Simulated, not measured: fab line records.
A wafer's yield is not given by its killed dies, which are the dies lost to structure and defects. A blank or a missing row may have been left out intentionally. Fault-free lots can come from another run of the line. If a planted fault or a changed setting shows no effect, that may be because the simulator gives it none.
Which of the tools did it? + flow n5Finfet + 72 wafers from 24 lots sampled at 6 of the route's 1938 steps

WHAT EACH GAUGE READ, for each wafer
No reading from a measuring or inspecting step in the record can be judged against a usual standard deviation.

WHAT TOOL EACH LOT RAN ON (gives the tool, then ch and the chambers of the sampled wafers, and finally the start)
| lot  | N5_BEOL_M1_SURFACE_TREAT_85 | N5_BEOL_M1_ANNEAL_87        | N5_BEOL_M1_SPUTTER_90       | N5_BEOL_M1_ANNEAL_95        | N5_BEOL_M1_ANNEAL_51            | N5_BEOL_M1_CMP_52             |
|------|-----------------------------|-----------------------------|-----------------------------|-----------------------------|---------------------------------|-------------------------------|
| L074 | pvdSputter-02, day 6 05:28  | pvdSputter-03, day 6 06:33  | pvdSputter-03, day 6 06:55  | pvdSputter-03, day 6 07:26  | rtpAnneal-02 ch 0, day 6 07:46  | cmp-01 ch 0,3, day 6 08:05    |
| L075 | pvdSputter-03, day 6 15:52  | pvdSputter-03, day 6 17:03  | pvdSputter-03, day 6 17:25  | pvdSputter-03, day 6 17:56  | rtpAnneal-01 ch 0, day 6 18:19  | cmp-02 ch 2,3, day 6 18:35    |
| L076 | pvdSputter-03, day 6 21:02  | pvdSputter-02, day 6 22:00  | pvdSputter-02, day 6 22:22  | pvdSputter-02, day 6 22:53  | rtpAnneal-02 ch 0, day 6 23:20  | cmp-02 ch 0,1,2, day 6 23:39  |
| L077 | pvdSputter-02, day 6 23:41  | pvdSputter-01, day 7 00:38  | pvdSputter-01, day 7 01:00  | pvdSputter-01, day 7 01:31  | rtpAnneal-01 ch 0, day 7 01:52  | cmp-04 ch 2,3, day 7 02:10    |
| L078 | pvdSputter-02, day 7 04:17  | pvdSputter-03, day 7 05:19  | pvdSputter-03, day 7 05:41  | pvdSputter-03, day 7 06:12  | rtpAnneal-02 ch 0, day 7 06:32  | cmp-01 ch 0,3, day 7 06:50    |
| L079 | pvdSputter-01, day 7 09:02  | pvdSputter-03, day 7 10:17  | pvdSputter-03, day 7 10:39  | pvdSputter-03, day 7 11:10  | rtpAnneal-01 ch 0, day 7 11:31  | cmp-01 ch 0,1,3, day 7 11:49  |
| L080 | pvdSputter-01, day 7 16:38  | pvdSputter-01, day 7 17:39  | pvdSputter-01, day 7 18:01  | pvdSputter-01, day 7 18:32  | rtpAnneal-02 ch 0, day 7 18:52  | cmp-01 ch 0,3, day 7 19:13    |
| L081 | pvdSputter-02, day 8 02:57  | pvdSputter-01, day 8 05:11  | pvdSputter-01, day 8 05:32  | pvdSputter-01, day 8 06:04  | rtpAnneal-02 ch 0, day 8 06:23  | cmp-04 ch 0,1, day 8 06:41    |
| L082 | pvdSputter-03, day 8 07:26  | pvdSputter-02, day 8 08:27  | pvdSputter-02, day 8 08:49  | pvdSputter-02, day 8 09:20  | rtpAnneal-01 ch 0, day 8 09:52  | cmp-04 ch 2,3, day 8 10:10    |
| L083 | pvdSputter-03, day 8 15:31  | pvdSputter-03, day 8 16:32  | pvdSputter-03, day 8 16:53  | pvdSputter-03, day 8 17:25  | rtpAnneal-02 ch 0, day 8 17:45  | cmp-04 ch 0,1, day 8 18:03    |
| L084 | pvdSputter-02, day 9 02:34  | pvdSputter-02, day 9 03:34  | pvdSputter-02, day 9 03:56  | pvdSputter-02, day 9 04:27  | rtpAnneal-01 ch 0, day 9 04:47  | cmp-01 ch 0,1,3, day 9 05:07  |
| L085 | pvdSputter-01, day 9 03:10  | pvdSputter-01, day 9 04:25  | pvdSputter-01, day 9 04:47  | pvdSputter-01, day 9 05:18  | rtpAnneal-01 ch 0, day 9 05:43  | cmp-01 ch 0,1,2, day 9 06:01  |
| L086 | pvdSputter-03, day 9 12:47  | pvdSputter-03, day 9 13:50  | pvdSputter-03, day 9 14:11  | pvdSputter-03, day 9 14:43  | rtpAnneal-02 ch 0, day 9 15:03  | cmp-01 ch 1,2,3, day 9 15:27  |
| L088 | pvdSputter-01, day 9 15:20  | pvdSputter-02, day 9 16:23  | pvdSputter-02, day 9 16:45  | pvdSputter-02, day 9 17:16  | rtpAnneal-01 ch 0, day 9 17:56  | cmp-04 ch 0,1, day 9 18:11    |
| L087 | pvdSputter-01, day 9 16:02  | pvdSputter-03, day 9 18:09  | pvdSputter-03, day 9 18:31  | pvdSputter-03, day 9 19:02  | rtpAnneal-01 ch 0, day 9 19:22  | cmp-04 ch 0,1,3, day 9 19:40  |
| L089 | pvdSputter-01, day 10 01:28 | pvdSputter-02, day 10 02:26 | pvdSputter-02, day 10 02:48 | pvdSputter-02, day 10 03:19 | rtpAnneal-01 ch 0, day 10 03:39 | cmp-02 ch 2,3, day 10 03:59   |
| L090 | pvdSputter-01, day 10 04:20 | pvdSputter-03, day 10 05:20 | pvdSputter-03, day 10 05:42 | pvdSputter-03, day 10 06:13 | rtpAnneal-01 ch 0, day 10 06:36 | cmp-01 ch 0,1,3, day 10 06:56 |
| L091 | pvdSputter-01, day 10 12:29 | pvdSputter-01, day 10 13:30 | pvdSputter-01, day 10 13:52 | pvdSputter-01, day 10 14:23 | rtpAnneal-02 ch 0, day 10 14:43 | cmp-02 ch 0,1,2, day 10 15:03 |
| L092 | pvdSputter-02, day 10 18:01 | pvdSputter-02, day 10 19:17 | pvdSputter-02, day 10 19:38 | pvdSputter-02, day 10 20:10 | rtpAnneal-02 ch 0, day 10 20:30 | cmp-01 ch 0,2,3, day 10 20:51 |
| L093 | pvdSputter-03, day 11 07:07 | pvdSputter-01, day 11 08:06 | pvdSputter-01, day 11 08:28 | pvdSputter-01, day 11 08:59 | rtpAnneal-02 ch 0, day 11 09:19 | cmp-01 ch 0,1,3, day 11 09:38 |
| L094 | pvdSputter-01, day 11 07:14 | pvdSputter-03, day 11 08:14 | pvdSputter-03, day 11 08:35 | pvdSputter-03, day 11 09:07 | rtpAnneal-01 ch 0, day 11 09:31 | cmp-02 ch 2,3, day 11 09:48   |
| L095 | pvdSputter-02, day 11 20:19 | pvdSputter-02, day 11 21:35 | pvdSputter-02, day 11 21:56 | pvdSputter-02, day 11 22:28 | rtpAnneal-02 ch 0, day 11 22:52 | cmp-01 ch 0,2,3, day 11 23:13 |
| L096 | pvdSputter-01, day 12 03:44 | pvdSputter-01, day 12 05:05 | pvdSputter-01, day 12 05:27 | pvdSputter-01, day 12 05:58 | rtpAnneal-01 ch 0, day 12 06:22 | cmp-04 ch 1,3, day 12 06:39   |
| L097 | pvdSputter-02, day 12 06:40 | pvdSputter-03, day 12 08:04 | pvdSputter-03, day 12 11:09 | pvdSputter-03, day 12 11:40 | rtpAnneal-02 ch 0, day 12 12:07 | cmp-01 ch 1,2,3, day 12 12:30 |
- N5_BEOL_M1_SURFACE_TREAT_85
- N5_BEOL_M1_ANNEAL_87: time 240 s.
- N5_BEOL_M1_SPUTTER_90: material Cu, target thk 4.5 nm, time 8.29 s.
- N5_BEOL_M1_ANNEAL_95: time 240 s.
- N5_BEOL_M1_ANNEAL_51: time 90 s.
- N5_BEOL_M1_CMP_52: polishes, stops on SiOC, t overpolish 6.8 s, target thk 40 nm.

AS READ BY THE TOOLS THEMSELVES (means over the sampled wafers that have a number; for cases with no such wafer, the mark the record gives instead)
N5_BEOL_M1_ANNEAL_87. Usual: heaterPowerW 830 W, standard deviation 77; susceptorTempC 400.02 C, standard deviation 0.23; susceptor_temp_C_max 401.1, standard deviation 0.45.
| lot  | tool          | heaterPowerW (W) | susceptorTempC (C) | susceptor_temp_C_max | flag |
|------|---------------|------------------|--------------------|----------------------|------|
| L074 | pvdSputter-03 | 797              | 399.99             | 401.2                |      |
| L075 | pvdSputter-03 | 817              | 400.24             | 401.3                |      |
| L076 | pvdSputter-02 | 881              | 399.92             | 401.2                |      |
| L077 | pvdSputter-01 | 839              | 400.06             | 401.1                |      |
| L078 | pvdSputter-03 | 808              | 400.17             | 401.3                |      |
| L079 | pvdSputter-03 | 815              | 400.03             | 401.2                |      |
| L080 | pvdSputter-01 | 799              | 399.92             | 400.8                |      |
| L081 | pvdSputter-01 | 800              | 399.93             | 400.7                |      |
| L082 | pvdSputter-02 | 838              | 400.19             | 401.3                |      |
| L083 | pvdSputter-03 | 808              | 399.97             | 401.3                |      |
| L084 | pvdSputter-02 | 844              | 399.96             | 401.0                |      |
| L085 | pvdSputter-01 | 884              | 399.94             | 400.9                |      |
| L086 | pvdSputter-03 | 822              | 399.77             | 400.9                |      |
| L088 | pvdSputter-02 | 875              | 400.06             | 401.1                |      |
| L087 | pvdSputter-03 | 804              | 399.95             | 401.0                |      |
| L089 | pvdSputter-02 | 721              | 399.76             | 401.1                |      |
| L090 | pvdSputter-03 | 784              | 399.88             | 401.2                |      |
| L091 | pvdSputter-01 | 829              | 400.06             | 401.2                |      |
| L092 | pvdSputter-02 | 888              | 399.91             | 400.8                |      |
| L093 | pvdSputter-01 | 853              | 400.10             | 401.2                |      |
| L094 | pvdSputter-03 | 797              | 400.24             | 401.2                |      |
| L095 | pvdSputter-02 | 843              | 399.98             | 401.1                |      |
| L096 | pvdSputter-01 | 891              | 400.06             | 401.1                |      |
| L097 | pvdSputter-03 | 799              | 400.30             | 401.3                |      |

N5_BEOL_M1_SPUTTER_90. Usual: substrateTempC -20.00 C, standard deviation 0.11; susceptorTempC -20.01 C, standard deviation 0.098; throttleValvePct 29.8 %, standard deviation 0.78.
| lot  | tool          | substrateTempC (C) | susceptorTempC (C) | throttleValvePct (%) | flag |
|------|---------------|--------------------|--------------------|----------------------|------|
| L074 | pvdSputter-03 | -19.96             | -19.92             | 29.9                 |      |
| L075 | pvdSputter-03 | -20.03             | -19.99             | 30.5                 |      |
| L076 | pvdSputter-02 | -20.08             | -19.97             | 29.6                 |      |
| L077 | pvdSputter-01 | -20.07             | -20.01             | 29.6                 |      |
| L078 | pvdSputter-03 | -20.15             | -19.99             | 30.8                 |      |
| L079 | pvdSputter-03 | -19.96             | -20.02             | 30.1                 |      |
| L080 | pvdSputter-01 | -19.91             | -19.91             | 29.9                 |      |
| L081 | pvdSputter-01 | -20.09             | -20.04             | 29.8                 |      |
| L082 | pvdSputter-02 | -20.06             | -20.01             | 29.2                 |      |
| L083 | pvdSputter-03 | -20.10             | -20.01             | 30.1                 |      |
| L084 | pvdSputter-02 | -20.00             | -20.09             | 29.4                 |      |
| L085 | pvdSputter-01 | -19.94             | -20.03             | 29.9                 |      |
| L086 | pvdSputter-03 | -20.04             | -19.97             | 30.0                 |      |
| L088 | pvdSputter-02 | -20.10             | -20.01             | 29.6                 |      |
| L087 | pvdSputter-03 | -19.96             | -19.99             | 29.8                 |      |
| L089 | pvdSputter-02 | -19.89             | -19.97             | 30.0                 |      |
| L090 | pvdSputter-03 | -19.90             | -20.00             | 30.5                 |      |
| L091 | pvdSputter-01 | -19.90             | -20.01             | 29.3                 |      |
| L092 | pvdSputter-02 | -19.97             | -19.88             | 29.7                 |      |
| L093 | pvdSputter-01 | -20.07             | -20.07             | 29.7                 |      |
| L094 | pvdSputter-03 | -19.94             | -19.95             | 29.5                 |      |
| L095 | pvdSputter-02 | -19.94             | -19.89             | 29.3                 |      |
| L096 | pvdSputter-01 | -20.04             | -19.91             | 29.9                 |      |
| L097 | pvdSputter-03 | -20.04             | -20.10             | 29.8                 |      |

N5_BEOL_M1_ANNEAL_95. Usual: heaterPowerW 828 W, standard deviation 73; susceptorTempC 399.99 C, standard deviation 0.23; susceptor_temp_C_max 401.1, standard deviation 0.47.
| lot  | tool          | heaterPowerW (W) | susceptorTempC (C) | susceptor_temp_C_max | flag |
|------|---------------|------------------|--------------------|----------------------|------|
| L074 | pvdSputter-03 | 783              | 400.00             | 401.3                |      |
| L075 | pvdSputter-03 | 806              | 399.97             | 401.0                |      |
| L076 | pvdSputter-02 | 883              | 399.93             | 400.9                |      |
| L077 | pvdSputter-01 | 834              | 399.89             | 400.8                |      |
| L078 | pvdSputter-03 | 813              | 400.10             | 401.4                |      |
| L079 | pvdSputter-03 | 821              | 400.21             | 401.4                |      |
| L080 | pvdSputter-01 | 801              | 399.99             | 400.8                |      |
| L081 | pvdSputter-01 | 789              | 399.90             | 400.7                |      |
| L082 | pvdSputter-02 | 845              | 399.81             | 400.8                |      |
| L083 | pvdSputter-03 | 824              | 399.93             | 401.0                |      |
| L084 | pvdSputter-02 | 838              | 399.67             | 400.7                |      |
| L085 | pvdSputter-01 | 890              | 400.14             | 401.2                |      |
| L086 | pvdSputter-03 | 819              | 400.04             | 401.2                |      |
| L088 | pvdSputter-02 | 871              | 400.02             | 401.1                |      |
| L087 | pvdSputter-03 | 796              | 399.87             | 401.2                |      |
| L089 | pvdSputter-02 | 738              | 400.17             | 401.8                |      |
| L090 | pvdSputter-03 | 777              | 400.26             | 401.3                |      |
| L091 | pvdSputter-01 | 818              | 400.08             | 401.4                |      |
| L092 | pvdSputter-02 | 875              | 399.81             | 400.8                |      |
| L093 | pvdSputter-01 | 843              | 400.22             | 401.4                |      |
| L094 | pvdSputter-03 | 799              | 400.05             | 401.0                |      |
| L095 | pvdSputter-02 | 858              | 400.00             | 401.1                |      |
| L096 | pvdSputter-01 | 875              | 399.76             | 400.8                |      |
| L097 | pvdSputter-03 | 789              | 399.88             | 400.9                |      |

N5_BEOL_M1_ANNEAL_51. Usual: wafer_temp_C_max 226.05, standard deviation 0.24.
| lot  | tool         | wafer_temp_C_max | flag |
|------|--------------|------------------|------|
| L074 | rtpAnneal-02 | 226.22           |      |
| L075 | rtpAnneal-01 | 226.01           |      |
| L076 | rtpAnneal-02 | 226.09           |      |
| L077 | rtpAnneal-01 | 225.89           |      |
| L078 | rtpAnneal-02 | 225.92           |      |
| L079 | rtpAnneal-01 | 226.17           |      |
| L080 | rtpAnneal-02 | 226.02           |      |
| L081 | rtpAnneal-02 | 226.13           |      |
| L082 | rtpAnneal-01 | 226.04           |      |
| L083 | rtpAnneal-02 | 226.06           |      |
| L084 | rtpAnneal-01 | 226.28           |      |
| L085 | rtpAnneal-01 | 225.94           |      |
| L086 | rtpAnneal-02 | 226.14           |      |
| L088 | rtpAnneal-01 | 226.30           |      |
| L087 | rtpAnneal-01 | 225.98           |      |
| L089 | rtpAnneal-01 | 225.96           |      |
| L090 | rtpAnneal-01 | 225.89           |      |
| L091 | rtpAnneal-02 | 226.01           |      |
| L092 | rtpAnneal-02 | 226.25           |      |
| L093 | rtpAnneal-02 | 226.46           |      |
| L094 | rtpAnneal-01 | 226.20           |      |
| L095 | rtpAnneal-02 | 226.48           |      |
| L096 | rtpAnneal-01 | 226.11           |      |
| L097 | rtpAnneal-02 | 225.84           |      |

N5_BEOL_M1_CMP_52. Usual: barrierFieldEndpointS 24.8 s, standard deviation 0.77; motorCurrentA 6.1 A, standard deviation 0.61; overpolishRunS 6.800 s, standard deviation 0.0086; platenRpm 50.00 rpm, standard deviation 0.033; timeToEndpointS 62 s, standard deviation 4.
| lot  | tool   | barrierFieldEndpointS (s) | motorCurrentA (A) | overpolishRunS (s) | platenRpm (rpm) | timeToEndpointS (s) | flag |
|------|--------|---------------------------|-------------------|--------------------|-----------------|---------------------|------|
| L074 | cmp-01 | 24.0                      | 6.1               | 6.796              | 49.97           | 59                  |      |
| L075 | cmp-02 | 24.4                      | 5.8               | 6.793              | 50.01           | 62                  |      |
| L076 | cmp-02 | 24.6                      | 6.2               | 6.803              | 50.00           | 60                  |      |
| L077 | cmp-04 | 24.8                      | 6.0               | 6.805              | 50.00           | 65                  |      |
| L078 | cmp-01 | 25.1                      | 6.3               | 6.807              | 50.00           | 62                  |      |
| L079 | cmp-01 | 25.4                      | 6.5               | 6.794              | 50.00           | 62                  |      |
| L080 | cmp-01 | 25.1                      | 6.8               | 6.811              | 50.02           | 62                  |      |
| L081 | cmp-04 | 24.0                      | 6.4               | 6.794              | 49.97           | 59                  |      |
| L082 | cmp-04 | 25.6                      | 6.0               | 6.801              | 50.00           | 64                  |      |
| L083 | cmp-04 | 23.9                      | 6.5               | 6.808              | 50.00           | 60                  |      |
| L084 | cmp-01 | 24.6                      | 6.1               | 6.799              | 50.03           | 61                  |      |
| L085 | cmp-01 | 23.8                      | 6.1               | 6.800              | 50.00           | 58                  |      |
| L086 | cmp-01 | 25.6                      | 5.6               | 6.804              | 49.96           | 65                  |      |
| L088 | cmp-04 | 25.1                      | 6.5               | 6.801              | 50.02           | 65                  |      |
| L087 | cmp-04 | 24.9                      | 6.4               | 6.789              | 49.97           | 61                  |      |
| L089 | cmp-02 | 24.4                      | 6.3               | 6.802              | 50.01           | 57                  |      |
| L090 | cmp-01 | 24.6                      | 6.4               | 6.799              | 50.04           | 58                  |      |
| L091 | cmp-02 | 24.7                      | 6.4               | 6.799              | 50.02           | 61                  |      |
| L092 | cmp-01 | 24.8                      | 6.2               | 6.798              | 50.01           | 60                  |      |
| L093 | cmp-01 | 24.7                      | 6.2               | 6.796              | 49.97           | 61                  |      |
| L094 | cmp-02 | 23.8                      | 6.2               | 6.797              | 50.03           | 60                  |      |
| L095 | cmp-01 | 24.8                      | 6.1               | 6.796              | 50.00           | 61                  |      |
| L096 | cmp-04 | 25.6                      | 6.4               | 6.801              | 49.99           | 67                  |      |
| L097 | cmp-01 | 25.4                      | 5.6               | 6.799              | 49.99           | 64                  |      |

THE ANSWER, worked out from the rows above alone
Rule: lot off if the mean of its wafers having a number is beyond 3 standard deviations from the usual mean. A lot without any number at a reading at which 4 lots or more have one is off too. Any other lot the step has rows for is counted as sound. First the gauges in route order, then the tools' own readings, where a lot's mean is used as printed above. At the first step where some lot is off, the reading lying furthest off is the one used; lots without a number count as furthest.
Nothing can be told from this: no lot is off at any reading shown.

WHAT WAS PUT IN BY THE SIMULATOR
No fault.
